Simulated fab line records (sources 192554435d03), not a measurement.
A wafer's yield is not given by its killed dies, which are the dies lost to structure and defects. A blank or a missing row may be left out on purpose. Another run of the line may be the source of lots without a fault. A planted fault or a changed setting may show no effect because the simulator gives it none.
Matching of chambers    flow n5Finfet    pecvd-04 running N5_BEOL_M0_SAQP_PECVD_97: 3 sister chambers
The step deposits SiNx from SiH4/NH3/N2, target thk 23 nm, time 19.9 s. 3 wafers are shown with their chamber, then 7 later ones without.

## EACH WAFER AND ITS CHAMBER
wafer   chamber  throttleValvePct (%)
L941.4  1        43.0
L942.2  2        40.2
L942.4  0        39.2

## WAFERS MISSING THEIR CHAMBER
wafer   throttleValvePct (%)
L942.5  40.3
L947.1  39.5
L947.2  43.0
L947.3  42.8
L953.4  37.0
L953.5  43.0
L953.6  39.4

## WHICH CHAMBER EACH WENT THROUGH
wafer   from the rows above      in truth
L942.5  can't be placed: 2 or 0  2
L947.1  can't be placed: 0 or 2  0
L947.2  1                        1
L947.3  1                        1
L953.4  can't be placed: 0 or 2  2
L953.5  1                        1
L953.6  can't be placed: 0 or 2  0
Placed correctly: 3 of 7. Can't be placed from these rows: 4 (the true chamber is among the candidates in 4). Wrongly placed: 0.
How it was worked out, from the rows above alone: a wafer's distance from a chamber is the root of the sum, over the readings, of the square of ((its reading less the chamber's mean) divided by the reading's scatter). The wafer belongs to the nearest chamber; if the next one is less than 2 further off, it can't be placed. The mean given for a chamber averages the wafers shown for that chamber. The scatter (one wafer shown for each chamber): square how far every hidden wafer sits from the nearest shown wafer, average those squares and take the square root.
